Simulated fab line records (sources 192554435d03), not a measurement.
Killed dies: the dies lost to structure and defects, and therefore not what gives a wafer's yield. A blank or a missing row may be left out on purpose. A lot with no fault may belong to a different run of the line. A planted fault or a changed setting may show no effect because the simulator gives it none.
Chamber matching | flow n5Finfet | 4 sister chambers for N5_BEOL_M3_DESCUM_16 on rieDiel-05
The step chemistry O2, time 7 s. 20 wafers are shown with their chamber, then 10 later ones without.

## WAFERS, EACH WITH ITS CHAMBER
wafer  | chamber | showerheadPlenumPTorr (Torr) | throttleValvePct (%) | drypumpMotorCurrentA (A)
L074.3 | 3       | 2.17                         | 20.56                | 5.8
L074.4 | 1       | 1.98                         | 19.99                | 6.1
L074.5 | 3       | 2.17                         | 20.55                | 5.8
L076.1 | 2       | 2.16                         | 20.75                | 5.6
L076.4 | 1       | 1.97                         | 20.00                | 6.1
L076.6 | 2       | 2.16                         | 20.74                | 5.6
L077.3 | 1       | 1.97                         | 20.02                | 6.1
L077.5 | 0       | 2.01                         | 20.62                | 5.5
L077.6 | 3       | 2.17                         | 20.58                | 5.8
L081.1 | 1       | 1.97                         | 20.01                | 6.1
L081.5 | 0       | 2.01                         | 20.64                | 5.5
L081.6 | 1       | 1.97                         | 20.02                | 6.1
L082.2 | 2       | 2.16                         | 20.74                | 5.6
L082.3 | 3       | 2.17                         | 20.56                | 5.7
L082.6 | 3       | 2.17                         | 20.58                | 5.8
L084.1 | 2       | 2.16                         | 20.75                | 5.6
L084.3 | 1       | 1.97                         | 20.02                | 6.1
L084.4 | 0       | 2.01                         | 20.66                | 5.5
L085.1 | 0       | 2.01                         | 20.66                | 5.5
L085.4 | 2       | 2.16                         | 20.76                | 5.6

SIGNATURES (means of the wafers above)
reading               | chamber 0 | chamber 1 | chamber 2 | chamber 3 | scatter within a chamber
showerheadPlenumPTorr | 2.0100    | 1.9717    | 2.1600    | 2.1700    | 0.00228
throttleValvePct      | 20.6450   | 20.0100   | 20.7480   | 20.5660   | 0.0135
drypumpMotorCurrentA  | 5.500     | 6.100     | 5.600     | 5.780     | 0.0224
Rule: for a wafer and a chamber, the distance is found by dividing, reading by reading, the gap between the wafer's reading and the chamber's mean by the reading's scatter, squaring, summing and taking the root. If the next closest chamber is less than 2 further off than the closest, the wafer can't be placed; otherwise it belongs to the closest. The scatter is the square root of a quotient: the sum, over the shown wafers, of each reading's squared deviation from its chamber's mean, divided by wafers minus chambers.

## WAFERS WITHOUT THEIR CHAMBER
wafer  | showerheadPlenumPTorr (Torr) | throttleValvePct (%) | drypumpMotorCurrentA (A)
L085.6 | 1.97                         | 20.02                | 6.1
L091.2 | 2.16                         | 20.60                | 5.8
L091.3 | 2.00                         | 20.69                | 5.5
L091.6 | 2.16                         | 20.59                | 5.8
L093.1 | 2.16                         | 20.61                | 5.8
L093.3 | 1.96                         | 20.05                | 6.1
L093.6 | 2.16                         | 20.61                | 5.8
L095.1 | 1.96                         | 20.09                | 6.1
L095.3 | 2.16                         | 20.61                | 5.8
L095.4 | 2.00                         | 20.68                | 5.5

## WHICH CHAMBER EACH ONE RAN IN
wafer  | from the rows above | in truth
L085.6 | 1                   | 1
L091.2 | 3                   | 3
L091.3 | 0                   | 0
L091.6 | 3                   | 3
L093.1 | 3                   | 3
L093.3 | 1                   | 1
L093.6 | 3                   | 3
L095.1 | 1                   | 1
L095.3 | 3                   | 3
L095.4 | 0                   | 0
Correct placement for 10 of the 10. Not placeable from these rows: 0. Wrongly placed: 0.
